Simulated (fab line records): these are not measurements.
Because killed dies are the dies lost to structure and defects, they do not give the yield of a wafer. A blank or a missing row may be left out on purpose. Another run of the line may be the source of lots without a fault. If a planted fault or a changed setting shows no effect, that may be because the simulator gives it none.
Chamber matching -- flow n5-finfet -- uv-cure-02 running N5_BEOL_M6_CURE_74: 3 sister chambers
The step cures SiCOH lowk, time 240 s. 3 wafers are shown with their chamber, then 12 later ones without.

== EACH WAFER AND ITS CHAMBER ==
wafer,chamber,wafer_temp_C_max
L080.5,0,386.6
L079.6,2,386.4
L083.4,1,387.3

== WAFERS MISSING THEIR CHAMBER ==
wafer,wafer_temp_C_max
L085.2,387.4
L085.3,386.5
L085.6,386.7
L089.1,386.9
L089.5,386.9
L089.6,387.3
L089.2,388.0
L089.3,387.2
L089.4,386.8
L092.3,387.4
L092.4,386.8
L092.6,386.5

== THE CHAMBER EACH PASSED THROUGH ==
wafer,from the rows above,in truth
L085.2,1,1
L085.3,can't be placed: 0 or 2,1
L085.6,can't be placed: 0 or 2 or 1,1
L089.1,can't be placed: 0 or 1 or 2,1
L089.5,can't be placed: 0 or 1 or 2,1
L089.6,1,1
L089.2,1,1
L089.3,can't be placed: 1 or 0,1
L089.4,can't be placed: 0 or 2 or 1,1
L092.3,1,1
L092.4,can't be placed: 0 or 2 or 1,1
L092.6,can't be placed: 0 or 2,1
Placed correctly: 4 of 12. Not placeable from these rows: 8 (in 6, the candidates include the true chamber). 0 placed wrongly.
How it was worked out, from the rows above alone: a wafer's distance from a chamber is the root of the sum, over the readings, of the square of ((its reading less the chamber's mean) divided by the reading's scatter). If the next closest chamber is less than 2 further off than the closest, the wafer can't be placed; otherwise it belongs to the closest. Each chamber's mean is taken over the wafers shown for it. The scatter: root of mean squared gap, hidden wafer to nearest shown wafer, with one shown wafer a chamber.
